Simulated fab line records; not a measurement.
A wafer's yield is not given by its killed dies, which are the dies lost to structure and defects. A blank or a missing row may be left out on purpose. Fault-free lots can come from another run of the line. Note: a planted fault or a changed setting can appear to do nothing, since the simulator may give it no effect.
What tool caused it? | flow nand-harc | 24 lots with 72 wafers sampled at 5 steps, on a route of 1302 steps

== WHAT THE GAUGES READ, wafer by wafer ==
NHARC_P_M2_OVL_MEAS_10: pitch 340 nm.
lot  | measured     | on         | overlay-x-nm (nm) | overlay-y-nm (nm)
L074 | day 6 23:14  | overlay-01 | -1.3 -1.5 -0.7    | 1.5 1.8 1.7
L075 | day 7 01:07  | overlay-01 | -1.4 -1.5 -1.7    | -1.3 -1.7 -1.4
L076 | day 7 01:25  | overlay-02 | 0.0 -0.1 -0.1     | -1.6 -1.4 -2.0
L077 | day 7 15:52  | overlay-02 | 0.4 1.0 0.7       | -0.7 -0.1 -0.3
L078 | day 8 01:42  | overlay-02 | -0.1 -0.5 -0.2    | 1.1 1.2 1.6
L079 | day 8 16:18  | overlay-01 | -1.3 -0.7 -0.8    | 0.6 0.0 0.4
L080 | day 8 19:35  | overlay-01 | -0.4 -0.2 -0.5    | -1.3 -0.7 -0.9
L081 | day 9 15:50  | overlay-02 | -0.7 -0.6 -0.5    | 0.6 0.7 0.4
L082 | day 10 00:20 | overlay-02 | -1.4 -0.9 -1.8    | -0.7 -0.1 0.6
L084 | day 10 04:51 | overlay-02 | 0.2 0.6 0.2       | 0.4 -0.2 0.0
L083 | day 10 05:32 | overlay-01 | 0.1 0.1 -0.5      | 0.2 -0.3 0.2
L085 | day 10 21:12 | overlay-02 | -1.5 -0.4 -0.6    | -0.8 -0.2 -1.5
L086 | day 11 06:34 | overlay-02 | 0.6 0.6 0.2       | 0.2 0.4 0.1
L088 | day 12 09:22 | overlay-01 | 0.4 -0.2 -0.4     | -0.9 -0.4 -0.2
L089 | day 12 10:34 | overlay-02 | -0.3 -0.8 -0.8    | 0.3 0.7 0.1
L087 | day 12 12:11 | overlay-02 | 0.7 0.1 0.7       | 0.1 0.1 0.4
L090 | day 13 01:15 | overlay-01 | -0.2 0.0 -0.1     | 0.7 1.0 0.7
L091 | day 13 08:22 | overlay-02 | -0.3 -0.6 -0.7    | 0.3 0.1 -0.1
L092 | day 13 21:00 | overlay-02 | -1.0 -0.9 -1.0    | 0.6 0.4 0.1
L093 | day 14 02:49 | overlay-02 | 0.5 0.5 0.3       | 0.6 0.5 0.1
L094 | day 14 15:47 | overlay-01 | 0.9 0.9 0.8       | 1.1 0.6 0.8
L095 | day 15 06:07 | overlay-02 | 0.0 -0.1 1.0      | -0.3 -0.3 0.2
L096 | day 15 11:39 | overlay-02 | 0.0 0.8 0.6       | -1.6 -1.7 -1.1
L097 | day 15 19:57 | overlay-01 | -0.1 -0.4 -0.4    | 0.8 0.6 0.7

NHARC_P_BONDPAD_CD_MEAS_09: target cd 500 nm.
lot  | measured     | on        | cd-nm (nm)
L074 | day 7 03:47  | cd-sem-02 | 501.1 502.5 501.2
L075 | day 7 05:38  | cd-sem-03 | 498.1 499.9 500.7
L076 | day 7 06:00  | cd-sem-03 | 503.8 504.1 500.5
L077 | day 7 20:28  | cd-sem-01 | 503.3 500.2 502.2
L078 | day 8 06:09  | cd-sem-02 | 499.8 498.1 504.3
L079 | day 8 20:38  | cd-sem-02 | 498.8 499.1 500.7
L080 | day 9 00:11  | cd-sem-01 | 499.3 497.2 499.5
L081 | day 9 20:17  | cd-sem-02 | 501.4 499.9 501.2
L082 | day 10 04:48 | cd-sem-02 | 501.7 503.6 502.4
L084 | day 10 09:25 | cd-sem-02 | 499.5 503.2 502.6
L083 | day 10 09:55 | cd-sem-02 | 502.3 500.6 501.6
L085 | day 11 01:47 | cd-sem-01 | 502.5 503.5 500.9
L086 | day 11 11:01 | cd-sem-02 | 500.9 499.2 497.9
L088 | day 12 13:50 | cd-sem-03 | 499.7 498.0 501.3
L089 | day 12 15:00 | cd-sem-01 | 501.6 502.2 499.4
L087 | day 12 16:37 | cd-sem-01 | 505.6 500.7 499.2
L090 | day 13 05:43 | cd-sem-03 | 500.1 499.4 500.8
L091 | day 13 12:42 | cd-sem-01 | 501.6 501.9 500.1
L092 | day 14 01:26 | cd-sem-03 | 503.0 504.5 501.5
L093 | day 14 07:29 | cd-sem-03 | 500.8 499.1 501.8
L094 | day 14 20:07 | cd-sem-01 | 503.8 501.6 501.3
L095 | day 15 10:35 | cd-sem-01 | 500.7 502.3 503.8
L096 | day 15 16:31 | cd-sem-01 | 502.7 502.5 501.0
L097 | day 16 00:32 | cd-sem-02 | 496.8 497.1 498.0

== TOOL THAT RAN EACH LOT (tool first, then ch and the chambers of the sampled wafers, then the start) ==
lot  | NHARC_P_M1_PVD_20                       | NHARC_P_M1_PVD_21                       | NHARC_P_BONDPAD_CMP_32
L074 | pvd-sputter-03, day 6 23:14 or earlier  | pvd-sputter-03, day 6 23:14 or earlier  | cmp-04 ch 0,3, day 7 02:56
L075 | pvd-sputter-01, day 7 01:07 or earlier  | pvd-sputter-01, day 7 01:07 or earlier  | cmp-04 ch 2,3, day 7 04:51
L076 | pvd-sputter-03, day 7 01:25 or earlier  | pvd-sputter-03, day 7 01:25 or earlier  | cmp-02 ch 1,2, day 7 05:11
L077 | pvd-sputter-01, day 7 15:52 or earlier  | pvd-sputter-01, day 7 15:52 or earlier  | cmp-04 ch 1,2,3, day 7 19:38
L078 | pvd-sputter-03, day 8 01:42 or earlier  | pvd-sputter-03, day 8 01:42 or earlier  | cmp-01 ch 0,1,3, day 8 05:20
L079 | pvd-sputter-01, day 8 16:18 or earlier  | pvd-sputter-01, day 8 16:18 or earlier  | cmp-04 ch 0,1,2, day 8 20:01
L080 | pvd-sputter-02, day 8 19:35 or earlier  | pvd-sputter-02, day 8 19:35 or earlier  | cmp-02 ch 1,2,3, day 8 23:22
L081 | pvd-sputter-03, day 9 15:50 or earlier  | pvd-sputter-03, day 9 15:50 or earlier  | cmp-02 ch 1,2,3, day 9 19:29
L082 | pvd-sputter-03, day 10 00:20 or earlier | pvd-sputter-03, day 10 00:20 or earlier | cmp-01 ch 0,1, day 10 04:00
L084 | pvd-sputter-01, day 10 04:51 or earlier | pvd-sputter-01, day 10 04:51 or earlier | cmp-01 ch 0,1,2, day 10 08:38
L083 | pvd-sputter-02, day 10 05:32 or earlier | pvd-sputter-02, day 10 05:32 or earlier | cmp-04 ch 0,1,3, day 10 09:16
L085 | pvd-sputter-02, day 10 21:12 or earlier | pvd-sputter-02, day 10 21:12 or earlier | cmp-04 ch 0,1,2, day 11 01:01
L086 | pvd-sputter-01, day 11 06:34 or earlier | pvd-sputter-01, day 11 06:34 or earlier | cmp-02 ch 1,2, day 11 10:12
L088 | pvd-sputter-02, day 12 09:22 or earlier | pvd-sputter-02, day 12 09:22 or earlier | cmp-01 ch 1,3, day 12 13:03
L089 | pvd-sputter-03, day 12 10:34 or earlier | pvd-sputter-03, day 12 10:34 or earlier | cmp-01 ch 0,1, day 12 14:11
L087 | pvd-sputter-03, day 12 12:11 or earlier | pvd-sputter-03, day 12 12:11 or earlier | cmp-01 ch 0,1,2, day 12 15:48
L090 | pvd-sputter-01, day 13 01:15 or earlier | pvd-sputter-01, day 13 01:15 or earlier | cmp-02 ch 1,2, day 13 04:53
L091 | pvd-sputter-03, day 13 08:22 or earlier | pvd-sputter-03, day 13 08:22 or earlier | cmp-01 ch 0,1,3, day 13 12:01
L092 | pvd-sputter-01, day 13 21:00 or earlier | pvd-sputter-01, day 13 21:00 or earlier | cmp-04 ch 0,1, day 14 00:39
L093 | pvd-sputter-01, day 14 02:49 or earlier | pvd-sputter-01, day 14 02:49 or earlier | cmp-02 ch 1,3, day 14 06:47
L094 | pvd-sputter-02, day 14 15:47 or earlier | pvd-sputter-02, day 14 15:47 or earlier | cmp-04 ch 0,1,2, day 14 19:25
L095 | pvd-sputter-03, day 15 06:07 or earlier | pvd-sputter-03, day 15 06:07 or earlier | cmp-04 ch 0,1, day 15 09:54
L096 | pvd-sputter-02, day 15 11:39 or earlier | pvd-sputter-02, day 15 11:39 or earlier | cmp-04 ch 0,2, day 15 15:50
L097 | pvd-sputter-01, day 15 19:57 or earlier | pvd-sputter-01, day 15 19:57 or earlier | cmp-02 ch 0,1,3, day 15 23:45
- NHARC_P_M1_PVD_20: deposits TaN, target thk 5 nm, time 8.06 s.
- NHARC_P_M1_PVD_21: deposits Cu, target thk 30 nm, time 20.49 s.
- NHARC_P_BONDPAD_CMP_32: polishes SiCN, target thk 200 nm.

== WHAT THE TOOLS THEMSELVES READ (means of the sampled wafers that have a number; where no wafer has one, the mark that the record gives instead) ==
NHARC_P_M1_PVD_20.
lot  | tool           | chamber-pressure-pa (Pa) | throttle-valve-pct (%)
L074 | pvd-sputter-03 | 0.12                     | 28.3
L075 | pvd-sputter-01 | 0.12                     | 29.5
L076 | pvd-sputter-03 | 0.12                     | 28.5
L077 | pvd-sputter-01 | 0.12                     | 29.6
L078 | pvd-sputter-03 | 0.12                     | 28.9
L079 | pvd-sputter-01 | 0.12                     | 29.6
L080 | pvd-sputter-02 | 0.12                     | 30.6
L081 | pvd-sputter-03 | 0.12                     | 28.6
L082 | pvd-sputter-03 | 0.12                     | 28.1
L084 | pvd-sputter-01 | 0.12                     | 30.3
L083 | pvd-sputter-02 | 0.12                     | 29.8
L085 | pvd-sputter-02 | 0.12                     | 30.1
L086 | pvd-sputter-01 | 0.12                     | 29.7
L088 | pvd-sputter-02 | 0.12                     | 29.8
L089 | pvd-sputter-03 | 0.12                     | 28.4
L087 | pvd-sputter-03 | 0.12                     | 28.4
L090 | pvd-sputter-01 | 0.12                     | 30.2
L091 | pvd-sputter-03 | 0.12                     | 28.1
L092 | pvd-sputter-01 | 0.12                     | 29.4
L093 | pvd-sputter-01 | 0.12                     | 30.1
L094 | pvd-sputter-02 | 0.12                     | 29.9
L095 | pvd-sputter-03 | 0.12                     | 28.1
L096 | pvd-sputter-02 | 0.12                     | 30.3
L097 | pvd-sputter-01 | 0.12                     | 29.4

NHARC_P_M1_PVD_21.
lot  | tool           | chamber-pressure-pa (Pa) | throttle-valve-pct (%)
L074 | pvd-sputter-03 | 5.015                    | 28.9
L075 | pvd-sputter-01 | 4.997                    | 30.0
L076 | pvd-sputter-03 | 5.002                    | 29.0
L077 | pvd-sputter-01 | 4.995                    | 30.1
L078 | pvd-sputter-03 | 4.990                    | 28.2
L079 | pvd-sputter-01 | 5.009                    | 30.1
L080 | pvd-sputter-02 | 5.005                    | 30.5
L081 | pvd-sputter-03 | 5.002                    | 28.7
L082 | pvd-sputter-03 | 5.006                    | 28.2
L084 | pvd-sputter-01 | 4.998                    | 29.7
L083 | pvd-sputter-02 | 5.008                    | 29.3
L085 | pvd-sputter-02 | 4.988                    | 29.3
L086 | pvd-sputter-01 | 5.006                    | 29.9
L088 | pvd-sputter-02 | 4.992                    | 30.4
L089 | pvd-sputter-03 | 5.000                    | 28.2
L087 | pvd-sputter-03 | 5.000                    | 28.8
L090 | pvd-sputter-01 | 4.993                    | 30.2
L091 | pvd-sputter-03 | 5.009                    | 28.6
L092 | pvd-sputter-01 | 5.007                    | 30.2
L093 | pvd-sputter-01 | 5.001                    | 30.6
L094 | pvd-sputter-02 | 5.006                    | 29.4
L095 | pvd-sputter-03 | 5.009                    | 28.5
L096 | pvd-sputter-02 | 4.993                    | 29.8
L097 | pvd-sputter-01 | 5.000                    | 30.2

NHARC_P_BONDPAD_CMP_32.
lot  | tool   | edge-zone-pressure-frac | motor-current-A (A) | slurry-flow-ml-min
L074 | cmp-04 | 1.000                   | 12.2                | 150.2
L075 | cmp-04 | 0.997                   | 11.7                | 149.5
L076 | cmp-02 | 1.001                   | 11.1                | 149.6
L077 | cmp-04 | 1.000                   | 11.5                | 150.3
L078 | cmp-01 | 0.997                   | 12.0                | 149.7
L079 | cmp-04 | 0.999                   | 11.2                | 149.5
L080 | cmp-02 | 0.999                   | 11.7                | 149.9
L081 | cmp-02 | 0.999                   | 11.6                | 150.5
L082 | cmp-01 | 0.994                   | 12.7                | 150.1
L084 | cmp-01 | 1.003                   | 12.9                | 150.2
L083 | cmp-04 | 1.001                   | 11.7                | 150.5
L085 | cmp-04 | 1.001                   | 11.4                | 149.8
L086 | cmp-02 | 0.997                   | 11.6                | 149.8
L088 | cmp-01 | 1.005                   | 10.9                | 150.1
L089 | cmp-01 | 1.009                   | 13.1                | 149.5
L087 | cmp-01 | 0.999                   | 12.8                | 149.7
L090 | cmp-02 | 1.000                   | 11.0                | 149.8
L091 | cmp-01 | 1.001                   | 12.3                | 149.8
L092 | cmp-04 | 1.000                   | 11.7                | 150.0
L093 | cmp-02 | 1.006                   | 12.2                | 150.0
L094 | cmp-04 | 0.999                   | 11.8                | 150.0
L095 | cmp-04 | 0.999                   | 12.6                | 149.6
L096 | cmp-04 | 1.005                   | 12.0                | 150.0
L097 | cmp-02 | 0.999                   | 12.7                | 150.3

== THE ANSWER, worked out from the rows above alone ==
Rule: the usual values come from the lots themselves. Put in order of their means at a reading, lots are off if they are a third of the lots or fewer, leave a main group of 4 or more, and stand apart from it by a gap of 3 or more times the standard deviation of the main group's means; of several such gaps the widest counts. Not used: any main group whose means are identical at the precision the tables above print for the reading. Also off: a lot with no number at a reading for which 4 or more lots have one. Where the step has rows for the other lots, those lots are counted as sound. After the gauges, taken in route order, come the tools' own readings; for these a lot's mean is taken, as printed above. At the first step where some lot is off, the reading lying furthest off is the one used; lots without a number count as furthest.
No lot is off on any of the readings shown, so nothing can be concluded from this.

== WHAT THE SIMULATOR HAD PUT IN ==
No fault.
